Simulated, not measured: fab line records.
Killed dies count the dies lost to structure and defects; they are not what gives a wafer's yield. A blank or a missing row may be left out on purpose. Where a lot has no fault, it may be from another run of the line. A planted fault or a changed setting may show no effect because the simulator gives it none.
Split-lot study | flow n5_finfet | 39 wafers read across 7 lots, on a route 1938 steps long

== ON THE SPLIT ==
At N5_FIN_SAQP_SPACER1_ALD_24 (deposits SiO2, target thk 20.3 nm, pulse time 1 s, purge time 2 s), the setting temp_c was moved away from the recipe's 300 C on 12 of the 39 wafers read, by -4.7% to +3.6%. The other wafers ran this setting at the recipe's value.

== FROM THE SPLIT TO THE READING: what the file shows between them, 1 step ==
- N5_FIN_SAQP_SPACER1_ETCHBACK_25: etches SiO2 in CHF3/O2, target depth 24.4 nm, time 12.2 s

== THE READING ==
FIN_SAQP.cd_nm (the simulator's own value, which no gauge read), in nm, at N5_FIN_SAQP_MANDREL1_REMOVE_56 (chemistry HBr/Cl2/O2, target a-Si, stops on SiNx, bt time 10 s). The file gives no usual value for it. Average 20.3 nm, standard deviation 0.091 nm, over the 27 wafers here run with the recipe.

wafer  | tool, chamber at the split | temp_c as run, C | against the recipe | FIN_SAQP.cd_nm, nm | against lot-mates on the recipe
L075.1 | ald_sin-01, 0,3            | 300              | recipe             | 20.2               | -
L075.6 | ald_sin-01, 2              | 300              | recipe             | 20.2               | -
L075.2 | ald_sin-01, 2,1,3          | 310.9            | +3.6%              | 20                 | -0.3
L075.5 | ald_sin-01, 2,1,3          | 310.9            | +3.6%              | 20                 | -0.3
L075.3 | ald_sin-01, 2,1,3          | 310.9            | +3.6%              | 19.8               | -0.5
L075.4 | ald_sin-01, 0,3            | 300              | recipe             | 20.4               | -
L082.1 | ald_sin-01, 3,0            | 300              | recipe             | 20.2               | -
L082.6 | ald_sin-01, 1              | 300              | recipe             | 20.2               | -
L082.2 | ald_sin-01, 1,2            | 292.3            | -2.6%              | 21                 | +0.7
L082.4 | ald_sin-01, 1,2            | 292.3            | -2.6%              | 21                 | +0.7
L082.3 | ald_sin-01, 0              | 292.3            | -2.6%              | 20.8               | +0.5
L082.5 | ald_sin-01, 3,0            | 300              | recipe             | 20.4               | -
L084.1 | ald_sin-01, 3,1,0,1,0      | 300              | recipe             | 20.2               | -
L084.2 | ald_sin-01, 3,1,0,1,0      | 300              | recipe             | 20.2               | -
L084.3 | ald_sin-01, 2              | 300              | recipe             | 20.2               | -
L084.4 | ald_sin-01, 3,1,0,1,0      | 300              | recipe             | 20.2               | -
L084.5 | ald_sin-01, 3,1,0,1,0      | 300              | recipe             | 20.2               | -
L084.6 | ald_sin-01, 3,1,0,1,0      | 300              | recipe             | 20.4               | -
L085.1 | ald_sin-01, 1,0,1          | 300              | recipe             | 20.2               | -
L085.3 | ald_sin-01, 1,0,1          | 300              | recipe             | 20.2               | -
L085.6 | ald_sin-01, 1,0,1          | 300              | recipe             | 20.2               | -
L087.1 | ald_sin-01, 1              | 300              | recipe             | 20.2               | -
L087.4 | ald_sin-01, 2,0            | 300              | recipe             | 20.2               | -
L087.2 | ald_sin-01, 0,3,3          | 286              | -4.7%              | 21.4               | +1.1
L087.3 | ald_sin-01, 0,3,3          | 286              | -4.7%              | 21.4               | +1.1
L087.5 | ald_sin-01, 0,3,3          | 286              | -4.7%              | 21.2               | +0.9
L087.6 | ald_sin-01, 2,0            | 300              | recipe             | 20.4               | -
L094.1 | ald_sin-02, 2              | 300              | recipe             | 20.2               | -
L094.2 | ald_sin-02, 3              | 300              | recipe             | 20.4               | -
L094.6 | ald_sin-02, 2              | 300              | recipe             | 20.4               | -
L094.3 | ald_sin-02, 1,0,3          | 310.4            | +3.5%              | 20                 | -0.3
L094.4 | ald_sin-02, 1,0,3          | 310.4            | +3.5%              | 20                 | -0.3
L094.5 | ald_sin-02, 1,0,3          | 310.4            | +3.5%              | 20                 | -0.3
L097.1 | ald_sin-02, 1,2,0          | 300              | recipe             | 20.2               | -
L097.2 | ald_sin-02, 1,2,0          | 300              | recipe             | 20.2               | -
L097.4 | ald_sin-02, 3,0,3          | 300              | recipe             | 20.2               | -
L097.5 | ald_sin-02, 3,0,3          | 300              | recipe             | 20.2               | -
L097.3 | ald_sin-02, 1,2,0          | 300              | recipe             | 20.4               | -
L097.6 | ald_sin-02, 3,0,3          | 300              | recipe             | 20.4               | -
If several chambers appear in one row, that row covers several wafers at once and the file leaves open which wafer was in which chamber.

FIT RESULTS
A straight line over all 39 wafers: FIN_SAQP.cd_nm changes by -0.164 nm for each +1% of temp_c; r = -0.90; the points scatter about the line by 0.16 nm.
The same after taking each lot's own level away (the mean of its wafers on the recipe; 39 wafers): -0.169 nm for each +1%; r = -0.92; scatter 0.15 nm.
The reading moves by 0.79 nm for the largest change in temp_c, on that fit.
Measured against the standard deviation above, the lots' own levels, which go from 20.20 to 20.33 nm, span 1.5 times it.
The two slopes agree, so the slope changes little with the lot-to-lot level.
Check: for one of the wafers moved furthest among these (-4.7%), held out of the fit, the line's prediction against its lot-mates is +0.817 nm. Against them it came out at +1.13 nm.

== THE WHOLE CHAIN: every reading that the file lists as answering this split, in the file's order ==
step                           | what it does                                                      | reading                                                                                 | change (the file's fit)               | r (the file's)
N5_FIN_SAQP_SPACER1_ALD_24     | deposits SiO2, target thk 20.3 nm, pulse time 1 s, purge time 2 s | SiO2_of_FIN_SAQP_SPACER1_ALD_24.thk_nm (the simulator's own value, which no gauge read) | -0.165 nm for each +1% of the setting | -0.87
N5_FIN_SAQP_MANDREL1_REMOVE_56 | chemistry HBr/Cl2/O2, target a-Si, stops on SiNx, bt time 10 s    | FIN_SAQP.cd_nm (the simulator's own value, which no gauge read)                         | -0.169 nm for each +1% of the setting | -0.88

== FILE'S OWN FIT ==
FIN_SAQP.cd_nm changes by -0.169 nm for each +1% of temp_c, r = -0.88.
